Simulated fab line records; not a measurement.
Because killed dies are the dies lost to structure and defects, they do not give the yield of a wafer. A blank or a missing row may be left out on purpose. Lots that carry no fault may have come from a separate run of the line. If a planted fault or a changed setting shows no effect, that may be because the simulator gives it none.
Chamber matching / flow nand_harc / NHARC_P_BONDPAD_DESCUM_11 on rie_diel-01 has 4 sister chambers
The step chemistry O2, time 3 s. 8 wafers are shown with their chamber, then 9 later ones without.

EACH WAFER AND ITS CHAMBER
wafer=L076.5; chamber=2; drypump_motor_current_A (A)=5.3; oes_product_au (a.u.)=0.982
wafer=L080.5; chamber=1; drypump_motor_current_A (A)=6.3; oes_product_au (a.u.)=0.993
wafer=L083.1; chamber=0; drypump_motor_current_A (A)=4.9; oes_product_au (a.u.)=1.003
wafer=L083.2; chamber=3; drypump_motor_current_A (A)=5.8; oes_product_au (a.u.)=1.015
wafer=L083.3; chamber=1; drypump_motor_current_A (A)=6.4; oes_product_au (a.u.)=1.001
wafer=L084.2; chamber=0; drypump_motor_current_A (A)=4.9; oes_product_au (a.u.)=1.000
wafer=L084.3; chamber=2; drypump_motor_current_A (A)=5.3; oes_product_au (a.u.)=0.985
wafer=L084.6; chamber=3; drypump_motor_current_A (A)=5.8; oes_product_au (a.u.)=0.999

WAFERS WITH NO CHAMBER GIVEN
wafer=L089.2; drypump_motor_current_A (A)=6.4; oes_product_au (a.u.)=1.001
wafer=L089.3; drypump_motor_current_A (A)=5.3; oes_product_au (a.u.)=0.994
wafer=L089.5; drypump_motor_current_A (A)=6.4; oes_product_au (a.u.)=0.986
wafer=L093.1; drypump_motor_current_A (A)=5.8; oes_product_au (a.u.)=1.006
wafer=L093.2; drypump_motor_current_A (A)=6.3; oes_product_au (a.u.)=0.994
wafer=L093.3; drypump_motor_current_A (A)=4.9; oes_product_au (a.u.)=0.999
wafer=L094.2; drypump_motor_current_A (A)=6.3; oes_product_au (a.u.)=0.994
wafer=L094.4; drypump_motor_current_A (A)=5.3; oes_product_au (a.u.)=0.986
wafer=L094.5; drypump_motor_current_A (A)=6.3; oes_product_au (a.u.)=0.997

THE CHAMBER EACH PASSED THROUGH
wafer=L089.2; from the rows above=1; in truth=1
wafer=L089.3; from the rows above=2; in truth=2
wafer=L089.5; from the rows above=1; in truth=1
wafer=L093.1; from the rows above=3; in truth=3
wafer=L093.2; from the rows above=1; in truth=1
wafer=L093.3; from the rows above=0; in truth=0
wafer=L094.2; from the rows above=1; in truth=1
wafer=L094.4; from the rows above=2; in truth=2
wafer=L094.5; from the rows above=1; in truth=1
Placed correctly: 9 of 9. From these rows, 0 cannot be placed. Placed wrongly: 0.
How it was worked out, from the rows above alone: a wafer's distance from a chamber is the root of the sum, over the readings, of the square of ((its reading less the chamber's mean) divided by the reading's scatter). If the next closest chamber is less than 2 further off than the closest, the wafer can't be placed; otherwise it belongs to the closest. A chamber's mean is the mean of its shown wafers. The scatter: the root of (the sum of the squares of (reading less its chamber's mean) over the shown wafers, divided by (wafers less chambers)).
